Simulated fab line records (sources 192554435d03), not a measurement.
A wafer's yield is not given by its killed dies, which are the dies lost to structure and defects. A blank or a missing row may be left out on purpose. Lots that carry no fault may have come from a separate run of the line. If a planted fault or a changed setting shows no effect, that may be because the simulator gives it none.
Which of the tools did it? | flow n5_finfet | 72 wafers from 24 lots sampled at 6 of the route's 1938 steps

WHAT EACH GAUGE READ, for each wafer
N5_HKMG_FIN_CD_MEAS_12 targets a cd of 92.8 nm. Usual: cd_nm at 93.6 nm, with a standard deviation of 0.87.
lot  | measured     | on        | cd_nm (nm)     | flag
L074 | day 4 06:18  | cd_sem-03 | 93.2 92.7 93.3 |
L075 | day 4 16:23  | cd_sem-01 | 94.1 93.9 92.6 |
L076 | day 4 22:44  | cd_sem-03 | 93.3 93.4 92.7 |
L078 | day 5 03:28  | cd_sem-02 | 93.5 94.9 94.3 |
L077 | day 5 08:11  | cd_sem-03 | 93.1 93.9 93.3 |
L079 | day 5 12:08  | cd_sem-01 | 92.9 94.4 93.1 |
L080 | day 5 16:10  | cd_sem-03 | 94.3 93.7 94.8 |
L081 | day 6 00:47  | cd_sem-02 | 94.1 93.3 93.8 |
L082 | day 6 10:07  | cd_sem-02 | 93.8 94.2 93.4 |
L083 | day 6 15:05  | cd_sem-02 | 94.1 93.3 93.1 |
L084 | day 7 03:07  | cd_sem-02 | 94.0 94.0 95.6 |
L085 | day 7 09:10  | cd_sem-02 | 94.3 94.6 92.9 |
L086 | day 7 12:08  | cd_sem-02 | 94.0 93.8 93.8 |
L087 | day 7 15:26  | cd_sem-01 | 94.2 94.2 92.6 |
L088 | day 7 21:26  | cd_sem-03 | 92.9 94.0 94.5 |
L089 | day 8 01:39  | cd_sem-03 | 92.8 94.7 95.1 |
L090 | day 8 05:47  | cd_sem-02 | 94.2 94.5 93.1 |
L092 | day 8 13:16  | cd_sem-03 | 93.8 92.8 94.5 |
L091 | day 8 17:13  | cd_sem-02 | 92.3 93.3 92.9 |
L093 | day 9 01:32  | cd_sem-01 | 92.9 91.8 93.4 |
L094 | day 9 08:36  | cd_sem-02 | 93.5 93.9 93.8 |
L095 | day 9 09:03  | cd_sem-01 | 93.1 93.7 93.8 |
L096 | day 9 18:46  | cd_sem-01 | 95.4 93.1 94.3 |
L097 | day 10 00:16 | cd_sem-02 | 94.4 92.3 93.3 |

N5_GATE_CUT_INSPECT_26: inspects for defects (darkfield). Usual: raw_defect_count at 40, with a standard deviation of 18.
lot  | measured     | on                | raw_defect_count | flag
L074 | day 4 19:08  | defect_inspect-02 | 61 37 62         |
L075 | day 5 04:40  | defect_inspect-01 | 37 47 50         |
L076 | day 5 11:40  | defect_inspect-02 | 25 42 40         |
L078 | day 5 15:09  | defect_inspect-01 | 21 26 21         |
L077 | day 5 19:56  | defect_inspect-01 | 25 19 23         |
L079 | day 6 00:18  | defect_inspect-01 | 33 37 35         |
L080 | day 6 04:20  | defect_inspect-02 | 39 37 30         |
L081 | day 6 12:20  | defect_inspect-02 | 41 45 58         |
L082 | day 6 22:16  | defect_inspect-02 | 72 26 38         |
L083 | day 7 04:09  | defect_inspect-02 | 25 30 30         |
L084 | day 7 15:05  | defect_inspect-01 | 43 32 61         |
L085 | day 7 21:46  | defect_inspect-02 | 30 36 49         |
L086 | day 8 00:37  | defect_inspect-01 | 53 49 40         |
L087 | day 8 03:25  | defect_inspect-02 | 32 46 35         |
L088 | day 8 09:46  | defect_inspect-02 | 46 26 40         |
L089 | day 8 15:29  | defect_inspect-01 | 32 36 24         |
L090 | day 8 18:29  | defect_inspect-02 | 61 112 42        |
L092 | day 9 01:43  | defect_inspect-01 | 29 54 23         |
L091 | day 9 07:01  | defect_inspect-02 | 43 25 25         |
L093 | day 9 13:04  | defect_inspect-02 | 24 34 37         |
L094 | day 9 20:47  | defect_inspect-01 | 46 51 34         |
L095 | day 9 21:04  | defect_inspect-01 | 27 44 18         |
L096 | day 10 06:52 | defect_inspect-02 | 28 30 24         |
L097 | day 10 13:23 | defect_inspect-01 | 46 78 64         |

EACH LOT AND THE TOOL THAT RAN IT (in order: tool; ch and the chambers of the sampled wafers; start)
lot  | N5_HKMG_FIN_ETCH_35               | N5_HKMG_FIN_ETCH_67                | N5_HKMG_FIN_STRIP_69                 | N5_GATE_CUT_CMP_02
L074 | rie_diel-03 ch 1,2, day 4 06:41   | rie_diel-03 ch 2,3, day 4 08:55    | plasma_asher-02 ch 0,1, day 4 09:24  | cmp-02 ch 0,2,3, day 4 14:19
L075 | rie_diel-01 ch 0,1,2, day 4 16:46 | rie_diel-03 ch 1,3, day 4 18:52    | plasma_asher-02 ch 0,1, day 4 19:20  | cmp-02 ch 1,2, day 5 00:30
L076 | rie_diel-01 ch 0,1,2, day 4 23:27 | rie_diel-01 ch 0,1,2, day 5 01:35  | plasma_asher-02 ch 0,1, day 5 01:56  | cmp-01 ch 0,2,3, day 5 07:16
L078 | rie_diel-06 ch 1,2, day 5 03:51   | rie_diel-03 ch 2,3, day 5 05:56    | plasma_asher-02 ch 0,1, day 5 06:20  | cmp-02 ch 0,1,3, day 5 10:55
L077 | rie_diel-03 ch 0,2, day 5 08:35   | rie_diel-06 ch 2,3, day 5 10:45    | plasma_asher-01 ch 0,1, day 5 11:09  | cmp-01 ch 0,1,2, day 5 15:49
L079 | rie_diel-03 ch 0,2, day 5 12:57   | rie_diel-06 ch 0,3, day 5 15:07    | plasma_asher-02 ch 0,1, day 5 15:36  | cmp-01 ch 0,1,2, day 5 20:01
L080 | rie_diel-03 ch 0,2,3, day 5 16:47 | rie_diel-03 ch 2,3, day 5 18:53    | plasma_asher-02 ch 0,1, day 5 19:14  | cmp-03 ch 1,2,3, day 6 00:05
L081 | rie_diel-06 ch 0,1, day 6 01:11   | rie_diel-06 ch 0,2, day 6 03:17    | plasma_asher-02 ch 0,1, day 6 03:38  | cmp-03 ch 0,1, day 6 08:13
L082 | rie_diel-03 ch 1,2, day 6 10:30   | rie_diel-01 ch 0,1,2, day 6 12:40  | plasma_asher-02 ch 0,1, day 6 13:02  | cmp-03 ch 0,1, day 6 17:37
L083 | rie_diel-06 ch 0,1,3, day 6 15:29 | rie_diel-01 ch 1,2,3, day 6 17:36  | plasma_asher-02 ch 0,1, day 6 17:59  | cmp-03 ch 0,1,3, day 6 22:33
L084 | rie_diel-03 ch 1,2, day 7 03:45   | rie_diel-01 ch 1,2,3, day 7 05:55  | plasma_asher-02 ch 0,1, day 7 06:17  | cmp-03 ch 0,2,3, day 7 10:54
L085 | rie_diel-03 ch 1,2, day 7 09:34   | rie_diel-03 ch 0,2, day 7 11:39    | plasma_asher-01 ch 0,1, day 7 12:08  | cmp-03 ch 0,1,3, day 7 17:02
L086 | rie_diel-01 ch 0,1,3, day 7 12:43 | rie_diel-03 ch 0,1, day 7 14:49    | plasma_asher-02 ch 0,1, day 7 15:17  | cmp-02 ch 0,1,3, day 7 20:12
L087 | rie_diel-03 ch 1,2,3, day 7 15:50 | rie_diel-03 ch 1,2,3, day 7 17:55  | plasma_asher-01 ch 0, day 7 18:17    | cmp-01 ch 2,3, day 7 22:49
L088 | rie_diel-06 ch 1,3, day 7 22:01   | rie_diel-01 ch 0,1,2, day 8 00:32  | plasma_asher-01 ch 1, day 8 01:02    | cmp-02 ch 0,1,3, day 8 05:37
L089 | rie_diel-01 ch 0,1,2, day 8 02:09 | rie_diel-06 ch 0,1, day 8 04:24    | plasma_asher-01 ch 0,1, day 8 05:09  | cmp-02 ch 0,1,3, day 8 10:28
L090 | rie_diel-06 ch 0,1, day 8 06:10   | rie_diel-06 ch 0,1,2, day 8 08:24  | plasma_asher-01 ch 0,1, day 8 08:53  | cmp-02 ch 0,1,2, day 8 14:01
L092 | rie_diel-01 ch 0,1, day 8 13:39   | rie_diel-06 ch 0,1,3, day 8 15:53  | plasma_asher-01 ch 0,1, day 8 16:15  | cmp-03 ch 0,2, day 8 20:49
L091 | rie_diel-06 ch 0,2,3, day 8 17:36 | rie_diel-06 ch 1,2,3, day 8 19:41  | plasma_asher-01 ch 0,1, day 8 20:03  | cmp-02 ch 0,2,3, day 9 00:42
L093 | rie_diel-01 ch 1,3, day 9 01:55   | rie_diel-03 ch 2,3, day 9 04:02    | plasma_asher-01 ch 1, day 9 04:23    | cmp-02 ch 0,3, day 9 08:55
L094 | rie_diel-03 ch 1,2, day 9 08:59   | rie_diel-03 ch 1,2, day 9 11:09    | plasma_asher-02 ch 0,1, day 9 11:31  | cmp-01 ch 0,1,3, day 9 16:37
L095 | rie_diel-01 ch 0,1,2, day 9 09:26 | rie_diel-03 ch 0,1,3, day 9 11:32  | plasma_asher-02 ch 0,1, day 9 11:53  | cmp-02 ch 1,2,3, day 9 16:55
L096 | rie_diel-01 ch 0,2,3, day 9 19:14 | rie_diel-03 ch 1,2, day 9 21:24    | plasma_asher-01 ch 0,1, day 9 21:52  | cmp-01 ch 1,2,3, day 10 02:25
L097 | rie_diel-01 ch 1,3, day 10 00:39  | rie_diel-03 ch 0,1,2, day 10 02:47 | plasma_asher-02 ch 0,1, day 10 03:18 | cmp-03 ch 0,1,3, day 10 08:49
- N5_HKMG_FIN_ETCH_35: etches SOC in N2/H2, target depth 215.8 nm, time 243.4 s.
- N5_HKMG_FIN_ETCH_67: etches SOC in N2/H2, stops on TiN, target depth 388.9 nm.
- N5_HKMG_FIN_STRIP_69: strips in N2/H2, time 360 s.
- N5_GATE_CUT_CMP_02: polishes, stops on SiO2, t overpolish 12.7 s, target thk 0 nm.

AS READ BY THE TOOLS THEMSELVES (means over the sampled wafers that have a number; for cases with no such wafer, the mark the record gives instead)
N5_HKMG_FIN_ETCH_35. Usual: drypump_motor_current_A 5.9 A, standard deviation 0.42; oes_product_au 0.77 a.u., standard deviation 0.07; rf_vpp_V 141.6 V, standard deviation 0.92; showerhead_plenum_p_Torr 2.55 Torr, standard deviation 0.072; throttle_valve_pct 17.84 %, standard deviation 0.23.
lot  | tool        | drypump_motor_current_A (A) | oes_product_au (a.u.) | rf_vpp_V (V) | showerhead_plenum_p_Torr (Torr) | throttle_valve_pct (%) | flag
L074 | rie_diel-03 | 5.5                         | 0.81                  | 141.9        | 2.59                            | 17.88                  |
L075 | rie_diel-01 | 6.2                         | 0.83                  | 142.6        | 2.56                            | 17.75                  |
L076 | rie_diel-01 | 6.2                         | 0.82                  | 141.9        | 2.56                            | 17.76                  |
L078 | rie_diel-06 | 5.8                         | 0.74                  | 142.3        | 2.58                            | 17.90                  |
L077 | rie_diel-03 | 5.6                         | 0.74                  | 141.3        | 2.54                            | 17.80                  |
L079 | rie_diel-03 | 5.6                         | 0.74                  | 141.0        | 2.54                            | 17.81                  |
L080 | rie_diel-03 | 5.9                         | 0.78                  | 140.8        | 2.51                            | 17.68                  |
L081 | rie_diel-06 | 6.2                         | 0.73                  | 142.9        | 2.63                            | 18.00                  |
L082 | rie_diel-03 | 5.5                         | 0.79                  | 141.4        | 2.58                            | 17.89                  |
L083 | rie_diel-06 | 5.8                         | 0.78                  | 142.6        | 2.62                            | 17.85                  |
L084 | rie_diel-03 | 5.4                         | 0.75                  | 141.4        | 2.57                            | 17.85                  |
L085 | rie_diel-03 | 5.4                         | 0.75                  | 140.8        | 2.56                            | 17.85                  |
L086 | rie_diel-01 | 6.2                         | 0.74                  | 140.6        | 2.52                            | 17.93                  |
L087 | rie_diel-03 | 5.7                         | 0.80                  | 141.9        | 2.54                            | 17.72                  |
L088 | rie_diel-06 | 6.1                         | 0.74                  | 141.2        | 2.61                            | 18.04                  |
L089 | rie_diel-01 | 6.2                         | 0.79                  | 141.1        | 2.55                            | 17.81                  |
L090 | rie_diel-06 | 6.2                         | 0.72                  | 142.3        | 2.63                            | 18.03                  |
L092 | rie_diel-01 | 6.1                         | 0.71                  | 141.3        | 2.48                            | 17.73                  |
L091 | rie_diel-06 | 5.5                         | 0.78                  | 142.0        | 2.58                            | 17.73                  |
L093 | rie_diel-01 | 6.0                         | 0.71                  | 140.5        | 2.44                            | 17.84                  |
L094 | rie_diel-03 | 5.4                         | 0.74                  | 141.5        | 2.56                            | 17.87                  |
L095 | rie_diel-01 | 6.2                         | 0.78                  | 141.8        | 2.54                            | 17.84                  |
L096 | rie_diel-01 | 6.3                         | 0.78                  | 142.1        | 2.58                            | 18.04                  |
L097 | rie_diel-01 | 6.1                         | 0.71                  | 141.3        | 2.47                            | 18.05                  |

N5_HKMG_FIN_ETCH_67. Usual: drypump_motor_current_A 5.9 A, standard deviation 0.43; oes_product_au 0.77 a.u., standard deviation 0.069; rf_vpp_V 240.7 V, standard deviation 1.1; showerhead_plenum_p_Torr 2.55 Torr, standard deviation 0.067; throttle_valve_pct 17.77 %, standard deviation 0.23.
lot  | tool        | drypump_motor_current_A (A) | oes_product_au (a.u.) | rf_vpp_V (V) | showerhead_plenum_p_Torr (Torr) | throttle_valve_pct (%) | flag
L074 | rie_diel-03 | 5.7                         | 0.79                  | 240.8        | 2.54                            | 17.58                  |
L075 | rie_diel-03 | 6.0                         | 0.87                  | 240.5        | 2.52                            | 17.52                  |
L076 | rie_diel-01 | 6.2                         | 0.82                  | 241.7        | 2.56                            | 17.73                  |
L078 | rie_diel-03 | 6.0                         | 0.82                  | 239.4        | 2.51                            | 17.45                  |
L077 | rie_diel-06 | 5.3                         | 0.84                  | 240.9        | 2.57                            | 17.67                  |
L079 | rie_diel-06 | 5.4                         | 0.85                  | 241.4        | 2.61                            | 17.63                  |
L080 | rie_diel-03 | 5.7                         | 0.77                  | 240.5        | 2.53                            | 17.61                  |
L081 | rie_diel-06 | 5.6                         | 0.78                  | 241.5        | 2.61                            | 17.66                  |
L082 | rie_diel-01 | 6.3                         | 0.80                  | 241.6        | 2.55                            | 17.76                  |
L083 | rie_diel-01 | 6.1                         | 0.78                  | 239.9        | 2.51                            | 17.84                  |
L084 | rie_diel-01 | 6.1                         | 0.78                  | 239.9        | 2.51                            | 17.86                  |
L085 | rie_diel-03 | 5.9                         | 0.71                  | 240.7        | 2.52                            | 17.86                  |
L086 | rie_diel-03 | 5.9                         | 0.75                  | 240.5        | 2.53                            | 17.92                  |
L087 | rie_diel-03 | 5.7                         | 0.78                  | 240.7        | 2.54                            | 17.69                  |
L088 | rie_diel-01 | 6.2                         | 0.78                  | 240.6        | 2.55                            | 17.78                  |
L089 | rie_diel-06 | 6.2                         | 0.72                  | 242.1        | 2.63                            | 18.00                  |
L090 | rie_diel-06 | 5.9                         | 0.72                  | 241.0        | 2.60                            | 17.87                  |
L092 | rie_diel-06 | 5.8                         | 0.77                  | 242.3        | 2.61                            | 17.83                  |
L091 | rie_diel-06 | 5.7                         | 0.75                  | 240.8        | 2.57                            | 17.89                  |
L093 | rie_diel-03 | 5.7                         | 0.74                  | 240.3        | 2.52                            | 17.64                  |
L094 | rie_diel-03 | 5.4                         | 0.73                  | 241.2        | 2.56                            | 17.85                  |
L095 | rie_diel-03 | 5.9                         | 0.77                  | 239.9        | 2.51                            | 17.76                  |
L096 | rie_diel-03 | 5.5                         | 0.76                  | 240.5        | 2.57                            | 17.91                  |
L097 | rie_diel-03 | 5.7                         | 0.73                  | 240.2        | 2.54                            | 17.91                  |

N5_HKMG_FIN_STRIP_69. Usual: drypump_motor_current_A 5.3 A, standard deviation 0.32; heater_power_w 455 W, standard deviation 62.
lot  | tool            | drypump_motor_current_A (A) | heater_power_w (W) | flag
L074 | plasma_asher-02 | 5.6                         | 454                |
L075 | plasma_asher-02 | 5.5                         | 409                |
L076 | plasma_asher-02 | 5.6                         | 457                |
L078 | plasma_asher-02 | 5.5                         | 405                |
L077 | plasma_asher-01 | 4.9                         | 487                |
L079 | plasma_asher-02 | 5.6                         | 444                |
L080 | plasma_asher-02 | 5.5                         | 409                |
L081 | plasma_asher-02 | 5.5                         | 405                |
L082 | plasma_asher-02 | 5.6                         | 447                |
L083 | plasma_asher-02 | 5.5                         | 407                |
L084 | plasma_asher-02 | 5.5                         | 414                |
L085 | plasma_asher-01 | 4.9                         | 483                |
L086 | plasma_asher-02 | 5.5                         | 406                |
L087 | plasma_asher-01 | 4.9                         | 512                |
L088 | plasma_asher-01 | 4.9                         | 470                |
L089 | plasma_asher-01 | 4.9                         | 503                |
L090 | plasma_asher-01 | 4.9                         | 481                |
L092 | plasma_asher-01 | 4.9                         | 484                |
L091 | plasma_asher-01 | 4.9                         | 485                |
L093 | plasma_asher-01 | 4.9                         | 470                |
L094 | plasma_asher-02 | 5.6                         | 452                |
L095 | plasma_asher-02 | 5.6                         | 449                |
L096 | plasma_asher-01 | 4.9                         | 486                |
L097 | plasma_asher-02 | 5.6                         | 453                |

N5_GATE_CUT_CMP_02. Usual: edge_zone_pressure_frac 1.000, standard deviation 0.0053; motor_current_A 9.2 A, standard deviation 0.91; overpolish_run_s 12.700 s, standard deviation 0.0085; retaining_ring_pressure_frac 1.001, standard deviation 0.0049; time_to_endpoint_s 26 s, standard deviation 3.3.
lot  | tool   | edge_zone_pressure_frac | motor_current_A (A) | overpolish_run_s (s) | retaining_ring_pressure_frac | time_to_endpoint_s (s) | flag
L074 | cmp-02 | 1.002                   | 8.9                 | 12.711               | 1.002                        | 26                     |
L075 | cmp-02 | 0.998                   | 10.2                | 12.694               | 1.000                        | 28                     |
L076 | cmp-01 | 0.997                   | 9.4                 | 12.694               | 0.999                        | 28                     |
L078 | cmp-02 | 0.994                   | 9.5                 | 12.694               | 1.005                        | 26                     |
L077 | cmp-01 | 0.999                   | 9.1                 | 12.695               | 1.000                        | 26                     |
L079 | cmp-01 | 0.998                   | 9.4                 | 12.701               | 1.000                        | 26                     |
L080 | cmp-03 | 1.000                   | 9.6                 | 12.705               | 1.000                        | 24                     |
L081 | cmp-03 | 0.998                   | 9.1                 | 12.702               | 0.998                        | 25                     |
L082 | cmp-03 | 1.005                   | 9.8                 | 12.701               | 1.001                        | 20                     |
L083 | cmp-03 | 1.004                   | 9.0                 | 12.699               | 1.003                        | 20                     |
L084 | cmp-03 | 0.998                   | 8.7                 | 12.700               | 1.004                        | 24                     |
L085 | cmp-03 | 0.998                   | 8.5                 | 12.701               | 1.000                        | 23                     |
L086 | cmp-02 | 1.000                   | 9.0                 | 12.702               | 0.998                        | 28                     |
L087 | cmp-01 | 1.007                   | 9.3                 | 12.699               | 0.998                        | 25                     |
L088 | cmp-02 | 0.998                   | 9.2                 | 12.701               | 0.997                        | 27                     |
L089 | cmp-02 | 1.002                   | 9.2                 | 12.706               | 1.000                        | 27                     |
L090 | cmp-02 | 1.001                   | 10.0                | 12.709               | 1.001                        | 27                     |
L092 | cmp-03 | 1.007                   | 8.9                 | 12.696               | 0.997                        | 26                     |
L091 | cmp-02 | 0.997                   | 8.9                 | 12.698               | 0.998                        | 28                     |
L093 | cmp-02 | 0.997                   | 8.4                 | 12.700               | 1.004                        | 26                     |
L094 | cmp-01 | 1.000                   | 9.1                 | 12.701               | 1.002                        | 28                     |
L095 | cmp-02 | 1.001                   | 9.5                 | 12.699               | 1.003                        | 30                     |
L096 | cmp-01 | 1.000                   | 9.2                 | 12.700               | 1.002                        | 24                     |
L097 | cmp-03 | 0.999                   | 9.2                 | 12.696               | 1.005                        | 21                     |

THE ANSWER, worked out from the rows above alone
Rule: take the mean of a lot's wafers that have a number; if it is more than 3 standard deviations from the usual mean, the lot is off. Also off: a lot with no number at a reading for which 4 or more lots have one. Where the step has rows for the other lots, those lots are counted as sound. The gauges are gone through in route order, then the tools' own readings, and for those a lot's mean is taken as printed above. The first step at which some lot is off is used, and at that step the reading that is off furthest; a lot without a number counts as furthest.
No lot is off on any of the readings shown, so nothing can be concluded from this.

WHAT THE SIMULATOR PUT IN
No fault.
